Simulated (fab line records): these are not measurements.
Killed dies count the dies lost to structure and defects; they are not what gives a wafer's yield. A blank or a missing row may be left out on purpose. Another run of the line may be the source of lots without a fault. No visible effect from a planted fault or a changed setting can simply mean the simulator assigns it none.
fab line records -- flow nand-harc
record lots=5, wafers=15, last-day=24
route steps=1159 shown A_ONON_D1@438 A_CHANNEL_HOLE_D1@450 END@1159
lots untouched by any fault: they come from a run of this same line in which no faults occurred
start-h: the number of hours between the record's first day and the start of the first shown wafer of the lot -- wait-h: hours elapsed since this lot's preceding step -- " unchanged from the row above -- L1.1+2: one row covering several wafers at once -- - either no value or no given start -- * or withheld: withheld -- < > ~ a bound
route shown NAME@n: a module of which the file shows steps, and the number in the route of the first -- usual: the fault-free wafers' mean and standard deviation -- same: alike in all rows -- chamber/n: place in a boat -- sites: readings site by site -- _std_site: the values' standard deviation -- _edge_site: inner sites' mean taken away from outer sites' mean -- radius-mm: how far each site lies from the wafer's centre -- mask NAME#n: copy n -- behind: tool/chamber where the wafer was last shaped -- hold: cause of the lot's hold/its duration in hours/its outcome -- device: which transistor (n, p or np) failed to switch -- end of line: tests of these same wafers at the route's end -- a step with no rows: only its recipe -- killed: count of dies lost to structure and defects at first sort (not the wafer's yield) -- map: the dies of a wafer, with x for killed, . for not killed, _ for no die there
set.NAME: the setting the step ran with; set.NAME@STEP: the setting that earlier step ran with -- model.NAME: the simulator's own value behind a step, which no gauge read
lots seen at some steps along the route; tables by step, rows by wafer
services: a tool's chamber out of use, with start hour (start-h, from the record's first day; less than 0 if before it), hours out, and reason
## steps
# step NHARC_A_ONON_D1_DEP_19
# recipe target-thk-a=10000, n2-flow-sccm=2750, n2o-flow-sccm=2000, nh3-flow-sccm=500, sih4-flow-sccm=210, temp-c=400
# step NHARC_A_ONON_D1_DEP_22
# recipe target-thk-a=10000, n2-flow-sccm=2750, n2o-flow-sccm=2000, nh3-flow-sccm=500, sih4-flow-sccm=210, temp-c=400
# step NHARC_A_ONON_D1_DEP_25
# recipe target-thk-a=10000, n2-flow-sccm=2750, n2o-flow-sccm=2000, nh3-flow-sccm=500, sih4-flow-sccm=210, temp-c=400
# step NHARC_A_ONON_D1_DEP_28
# recipe target-thk-a=10000, n2-flow-sccm=2750, n2o-flow-sccm=2000, nh3-flow-sccm=500, sih4-flow-sccm=210, temp-c=400
# step NHARC_A_ONON_D1_DEP_33
# recipe target-thk-a=2000, temp-c=400, pressure-torr=6.5, rf-w=900, teos-flow-sccm=161.4, flow-sccm=2650, target-thk-nm=200, gas=O2, material=SiO2
# step NHARC_A_CHANNEL_HOLE_D1_DEP_00
# recipe target-thk-a=31000, temp-c=400, material=aC
# usual throttle-valve-pct=35.000/0.0094
lot.wafer,tool,chamber,start-h,wait-h,throttle-valve-pct
L122.1,acl-dep-02,0,224.64,0.2,35.014
L122.5,acl-dep-02,0,225.92,1.5,34.994
L122.6,acl-dep-02,0,225.92,1.5,35.018
L123.1,acl-dep-01,0,225.13,0.5,34.997
L123.3,acl-dep-01,0,225.13,0.5,35.021
L123.5,acl-dep-01,0,225.13,0.5,34.990
L130.1,acl-dep-02,0,281.25,0.1,34.999
L130.4,acl-dep-02,0,281.25,0.1,34.999
L130.5,acl-dep-02,0,281.25,0.1,35.001
L132.3,acl-dep-02,0,292.06,1.0,35.006
L132.4,acl-dep-02,0,292.06,1.0,34.991
L132.6,acl-dep-02,0,292.06,1.0,35.002
L134.1,acl-dep-02,0,293.34,2.2,34.998
L134.4,acl-dep-02,0,293.34,2.2,34.995
L134.5,acl-dep-02,0,293.34,2.2,34.985
# step NHARC_A_CHANNEL_HOLE_D1_DEP_01
# recipe target-thk-a=1400, target-thk-nm=140, temp-c=400, pressure-torr=3.5, flow-sccm=200, rf-w=350, material=SiON
# step NHARC_A_CHANNEL_HOLE_D1_DEHYDRATE_02
# recipe temp-c=150, time-s=120
# step NHARC_A_CHANNEL_HOLE_D1_HMDS_03
# recipe time-s=30
# step NHARC_A_CHANNEL_HOLE_D1_COAT_36
# recipe temp-c=260, time-s=75
# step NHARC_A_CHANNEL_HOLE_D1_COAT_37
# recipe temp-c=225, time-s=65
# step NHARC_A_CHANNEL_HOLE_D1_COAT_04
# recipe spin-rpm=1500, resist-thk-nm=90
# step NHARC_A_CHANNEL_HOLE_D1_SOFTBAKE_05
# recipe temp-c=105, time-s=55
# step NHARC_A_CHANNEL_HOLE_D1_EBR_06
# step NHARC_A_CHANNEL_HOLE_D1_EXPOSE_07
# recipe na=1.35, target-cd-nm=100, sigma-outer=0.3, dose-mj=59.65, mask-id=HOLE_D1
# step NHARC_A_CHANNEL_HOLE_D1_PEB_08
# recipe peb-temp-c=100, peb-time-s=65
# step NHARC_A_CHANNEL_HOLE_D1_DEVELOP_09
# recipe develop-time-s=35, dev-temp-c=23
# step NHARC_A_CHANNEL_HOLE_D1_DESCUM_15
# recipe time-s=3, o2-flow-sccm=200, ar-flow-sccm=0, bias-power-w=0, chemistry=O2
# step NHARC_A_CHANNEL_HOLE_D1_ETCH_38
# recipe target-depth-a=390, over-etch-frac=0.3, time-s=65, ion-energy-ev=80, cf4-flow-sccm=150, ar-flow-sccm=0, rf-w=300, bias-w=100, chemistry=CF4
# step NHARC_A_CHANNEL_HOLE_D1_ETCH_39
# recipe target-depth-a=2600, over-etch-frac=0.3, time-s=325, ion-energy-ev=200, n2-flow-sccm=150, h2-flow-sccm=150, ar-flow-sccm=0, rf-w=400, bias-w=150, chemistry=N2/H2
# step NHARC_A_CHANNEL_HOLE_D1_ETCH_34
# recipe target-depth-a=1540, time-s=77, cf4-flow-sccm=100, chf3-flow-sccm=30, ar-flow-sccm=0, rf-w=500, bias-w=200, chemistry=CF4/CHF3
# step NHARC_A_CHANNEL_HOLE_D1_ETCH_16
# recipe target-depth-a=31000, over-etch-frac=0.3, time-s=806, ion-energy-ev=150, o2-flow-sccm=400, cos-flow-sccm=20, ar-flow-sccm=0, rf-w=500, bias-w=300, chemistry=O2/COS
# step NHARC_A_CHANNEL_HOLE_D1_ETCH_19
# recipe bias-v=1200, source-w=2500, pressure-mtorr=15, time-s=34.5, ar-flow-sccm=375, c4f8-flow-sccm=28.8, o2-flow-sccm=96.2, temp-c=-20, target-depth-a=*, chemistry=C4F8/O2/Ar
# step NHARC_A_CHANNEL_HOLE_D1_ETCH_20
# recipe bias-v=3000, source-w=withheld, pressure-mtorr=20, time-s=361.9, ar-flow-sccm=375, c4f8-flow-sccm=89.3, o2-flow-sccm=35.7, temp-c=-20, target-depth-a=16000, chemistry=C4F8/O2/Ar
# step NHARC_A_CHANNEL_HOLE_D1_ETCH_21
# recipe bias-v=3000, source-w=withheld, pressure-mtorr=20, time-s=514.3, ar-flow-sccm=375, c4f8-flow-sccm=89.3, o2-flow-sccm=35.7, temp-c=-20, target-depth-a=16000, chemistry=C4F8/O2/Ar
# step NHARC_A_CHANNEL_HOLE_D1_ETCH_22
# recipe bias-v=3000, source-w=withheld, pressure-mtorr=20, time-s=666.7, ar-flow-sccm=375, c4f8-flow-sccm=89.3, o2-flow-sccm=35.7, temp-c=-20, target-depth-a=16000, chemistry=C4F8/O2/Ar
# step NHARC_A_CHANNEL_HOLE_D1_ETCH_23
# recipe bias-v=5000, source-w=withheld, pressure-mtorr=20, time-s=819, ar-flow-sccm=375, c4f8-flow-sccm=89.3, o2-flow-sccm=35.7, temp-c=-20, target-depth-a=16000, chemistry=C4F8/O2/Ar
# step NHARC_A_CHANNEL_HOLE_D1_ETCH_24
# recipe bias-v=5000, source-w=withheld, pressure-mtorr=20, time-s=906.2, ar-flow-sccm=375, c4f8-flow-sccm=93.8, o2-flow-sccm=31.2, temp-c=-20, target-depth-a=15000, chemistry=C4F8/O2/Ar
# step NHARC_A_CHANNEL_HOLE_D1_ETCH_25
# recipe bias-v=5000, source-w=withheld, pressure-mtorr=20, time-s=1040.2, ar-flow-sccm=375, c4f8-flow-sccm=93.8, o2-flow-sccm=31.2, temp-c=-20, target-depth-a=15000, chemistry=C4F8/O2/Ar
# step NHARC_A_CHANNEL_HOLE_D1_ETCH_26
# recipe bias-v=300, source-w=2000, pressure-mtorr=30, time-s=224.1, ar-flow-sccm=375, c4f8-flow-sccm=11.4, o2-flow-sccm=113.6, temp-c=-20, target-depth-a=3000, chemistry=C4F8/O2/Ar
# step NHARC_A_CHANNEL_HOLE_D1_ETCH_33
# recipe bias-v=400, source-w=2000, pressure-mtorr=25, time-s=90, ar-flow-sccm=375, c4f8-flow-sccm=41.7, o2-flow-sccm=83.3, temp-c=-20, target-depth-a=4000, chemistry=C4F8/O2/Ar
# step NHARC_END_SORT_01
# recipe temp-c=25
# usual killed-at-array=27/11, killed-at-other=0.6/1, killed-at-periphery=3.0/2.1, killed-dies=31/12, killed-open=3.2/1.7, killed-short=1.7/1.4
# same gross-dies=677
lot.wafer,tool,chamber,start-h,wait-h,killed-at-array,killed-at-other,killed-at-periphery,killed-dies,killed-open,killed-short
L130.1,prober-02,0,549.28,2.5,661,0,4,665,5,1
L130.4,prober-02,0,551.71,3.4,664,1,7,672,4,0
L130.5,prober-02,0,552.51,3.7,654,0,10,664,1,1
L132.3,prober-02,0,568.15,3.1,658,0,5,663,0,2
L132.4,prober-02,0,568.95,3.4,654,0,3,657,2,3
L132.6,prober-02,0,570.55,4.0,669,0,0,669,1,3
L134.1,prober-01,0,576.85,2.5,665,1,6,672,3,2
L134.4,prober-01,0,579.28,3.4,654,0,5,659,2,2
L134.5,prober-01,0,580.10,3.7,642,2,5,649,2,5
# killed by level:class
L130.1 A_CHANNEL_HOLE_D1:area-dep=641 A_CONTACT:chamber-film-flake=6 A_STAIRCASE:chamber-film-flake=4 A_CHANNEL_HOLE_D1:chamber-film-flake=3 P_STI:chamber-film-flake=2 A_ZERO_WELL:chamber-film-flake=2 P_M0:geometric-particle:open=1 A_SOURCE_PLATE:geometric-particle:open=1
L130.4 A_CHANNEL_HOLE_D1:area-dep=650 A_CHANNEL_HOLE_D1:chamber-film-flake=6 A_STAIRCASE:chamber-film-flake=4 A_M0:geometric-particle:open=2 P_STI:chamber-film-flake=2 P_GATE:geometric-particle:open=1 P_CONTACT:geometric-particle:open=1 P_ZERO_WELL:chamber-film-flake=1
L130.5 A_CHANNEL_HOLE_D1:area-dep=640 P_STI:chamber-film-flake=6 A_CHANNEL_HOLE_D1:chamber-film-flake=6 A_STAIRCASE:chamber-film-flake=3 A_CONTACT:chamber-film-flake=3 P_M2:chamber-film-flake=2 P_M0:geometric-particle:open=1 A_M0:geometric-particle:short=1
L132.3 A_CHANNEL_HOLE_D1:area-dep=632 A_CHANNEL_HOLE_D1:chamber-film-flake=11 A_STAIRCASE:chamber-film-flake=5 A_WL_FILL:chamber-film-flake=4 P_ZERO_WELL:chamber-film-flake=2 A_CONTACT:chamber-film-flake=2 P_CONTACT:geometric-particle:short=1 A_M0:geometric-particle:short=1
L132.4 A_CHANNEL_HOLE_D1:area-dep=629 A_CHANNEL_HOLE_D1:chamber-film-flake=11 P_STI:chamber-film-flake=3 A_STAIRCASE:chamber-film-flake=3 A_WL_FILL:chamber-film-flake=3 A_CHANNEL_FILL_D1:geometric-particle:short=2 A_CONTACT:chamber-film-flake=2 A_STAIRCASE:geometric-particle:open=1
L132.6 A_CHANNEL_HOLE_D1:area-dep=641 A_CHANNEL_HOLE_D1:chamber-film-flake=14 A_STAIRCASE:chamber-film-flake=4 A_SLIT:chamber-film-flake=3 A_WL_FILL:chamber-film-flake=2 A_SOURCE_PLATE:geometric-particle:open=1 A_SGD_CUT:geometric-particle:short=1 A_WL_FILL:geometric-particle:short=1
L134.1 A_CHANNEL_HOLE_D1:area-dep=616 A_SLIT:chamber-film-flake=18 A_STAIRCASE:chamber-film-flake=11 A_CHANNEL_HOLE_D1:chamber-film-flake=9 A_CONTACT:chamber-film-flake=6 P_BONDPAD:chamber-film-flake=4 P_STI:chamber-film-flake=2 A_CHANNEL_FILL_D1:geometric-particle:open=1
L134.4 A_CHANNEL_HOLE_D1:area-dep=606 A_SLIT:chamber-film-flake=17 A_CONTACT:chamber-film-flake=12 A_STAIRCASE:chamber-film-flake=9 A_CHANNEL_HOLE_D1:chamber-film-flake=7 P_BONDPAD:chamber-film-flake=3 A_SGD_CUT:geometric-particle:short=2 P_M0:geometric-particle:open=1
L134.5 A_CHANNEL_HOLE_D1:area-dep=604 A_SLIT:chamber-film-flake=13 A_CHANNEL_HOLE_D1:chamber-film-flake=8 A_STAIRCASE:chamber-film-flake=7 A_CONTACT:chamber-film-flake=7 P_BONDPAD:chamber-film-flake=2 P_GATE:geometric-particle:short=1 P_M0:geometric-particle:open=1
# map L130.4 (x killed, . not)
____________x____________
_________xxxxxxx_________
_______xxxxxxxxxxx_______
______xxxxxxxxxxxxx______
_____xxxxxxxxxxxxxxx_____
____xxxxxxxxxxxxxxxxx____
____xxxxxxxxxxxxxxxxx____
___xxxxxxxxxxxxxxxxxxx___
___xxxxxxxxxxxxxxxxxxx___
__xxxxxxxxxxxxxxxxxxxxx__
__xxxxxxxxxxxxxxxxxxxxx__
_xxxxxxxxxxxxxxxxxxxxxxx_
_xxxxxxxxxxxxxxxxxxxxxx._
_xxxxxxxxxxxxxxxxxxxxxxx_
_xxxxxxxxxxxxxxxxxxxxxxx_
_xxxxxxxxxxxxxxxxxxxxxxx_
xxxxxxxxxxxxxxxxxxxxxxxxx
xxxxxxxxxxxxxxxxxxxxxxxxx
xxxxxxxxxxxxxxxxxxxxxxxxx
xxxxxxxxxxxxxxxxxxxxxxxxx
xxxxxxxxxxxxxxxxxxxxxxxxx
_xxxxxxxxxxxxxxxxxxxxxxx_
_xxxxxxxxxxxxxxxxxxxxxxx_
_xxxxxxxxxxxxxxxxxxxxxxx_
_xxxxxxxxxxxxxxxxxxxxxxx_
_xxxxxxxxxxxxxxxxxxxxxxx_
__xxxxxxxxxxxxxxxxxxxxx__
__xxxxxxxxxxxxxxxxxxxxx__
___xxxxxxxxxxxxxxxxxxx___
___xxxxxxxxxxxxxxxxxxx___
____xxxxxxxxxxxxxxxxx____
____.xxxxxxxxxxxxxxxx____
_____xxxxxxxxxxxxxx._____
______xx.xxxxxxxxxx______
_______xxxxxxxxxxx_______
_________xxxxxxx_________
____________.____________
# map L132.6 (x killed, . not)
____________x____________
_________xxxxxxx_________
_______xxxxxxxxxxx_______
______xxxxxxxxxxxxx______
_____xxxxxxxxxxxxxxx_____
____xxxxxxxxxxxxxxxxx____
____xxxxxxxxxxxxxxxxx____
___xxxxxxxxxxxxxxxx.xx___
___xxxxxxxxxxxxxxxxxxx___
__xxxxxxxxxxxxxxxxxxxxx__
__xxxxxxxxxxxxxxxxxxxxx__
_xxxxxxxxxxxxxxxxxxxxxxx_
_xxxxxxxxxxxxxxxxxxxxxxx_
_xxxxxxxxxxxxxxxxxxxxxxx_
_xxxxxxxxxxxxxxxxxxxxxxx_
_xxxxxxxxxxxxxxxxxxxxxxx_
xxxxxxxxxxxxxxxxxxxxxxxxx
xxxxxxxxxxxxxxxxxxxxxxxxx
xxxxxxxxxxxxxxxxxxxxxxxxx
.xxxxxxxxxxxxxxxxxxxxxxxx
xxxxxxxxxxxxxxxxxxxxxxxxx
_xxxxxxxxxxxxxxxxxxxxxxx_
_xxxxxxxxxxxxxxxxxxxxxxx_
_xxxxxxxxxxxxxxxxxxxxxxx_
_xxxxxxxxxxxxxxxxxxxxxxx_
_xxxxxxxxxxxxxxxxxxxxxxx_
__x.xxxxxxxxxxxxxxxxxxx__
__xxxxxxxxxxxxxxxxxxxxx__
___.xxxxxxxxxxxxxxxxxx___
___xxxxxxxxxxxxxxxxxx.___
____xxxxxxxxxxxxxxxxx____
____xxxxxxxxxxxxxxxx.____
_____xxxxxxxxxxxxxxx_____
______xxxxxxxxxxxxx______
_______.xxxxxxxx.x_______
_________xxxxxxx_________
____________x____________
## services
tool,chamber,start-h,hours,kind
acl-dep-01,-,293.47,13.0,pm
## key
first-sign step=NHARC_END_SORT_01, reading=killed-at-array, direction=up, sigmas=55, usual=27, struck=658
effect step=NHARC_END_SORT_01, reading=killed-dies, direction=up, sigmas=53, usual=31, struck=663
more-kills-born-at NHARC_A_CHANNEL_HOLE_D1_DEP_00@acl-dep-02=5659
met-at NHARC_A_CHANNEL_HOLE_D1_DEP_00
struck-wafers L130.1,L130.4,L130.5,L132.3,L132.4,L132.6,L134.1,L134.4,L134.5
later-rows-left-out L130.1,L130.4,L130.5,L132.3,L132.4,L132.6,L134.1,L134.4,L134.5
tester-left-out L130,L132,L134
onset-between 224.64 281.25
also-fits time
fault kind=process-parameter-drift, tool=acl-dep-02, chamber=0, onset-h=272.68, steps=NHARC_A_CHANNEL_HOLE_D1_DEP_00, channel=target-thk-a, offset=*, shape=step, end-h=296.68, acts-in=*, stated=*
# tester-left-out: of these lots the tester's yield and bins aren't shown, on N5 and GAA mostly nor the transistor test; their killed dies are dies lost to structure and defects alone, not to doping, threshold or leakage, so they don't give the yield
# later-rows-left-out: the simulator's readings of these wafers behind a module that went badly wrong aren't trusted and aren't shown, but for the sort
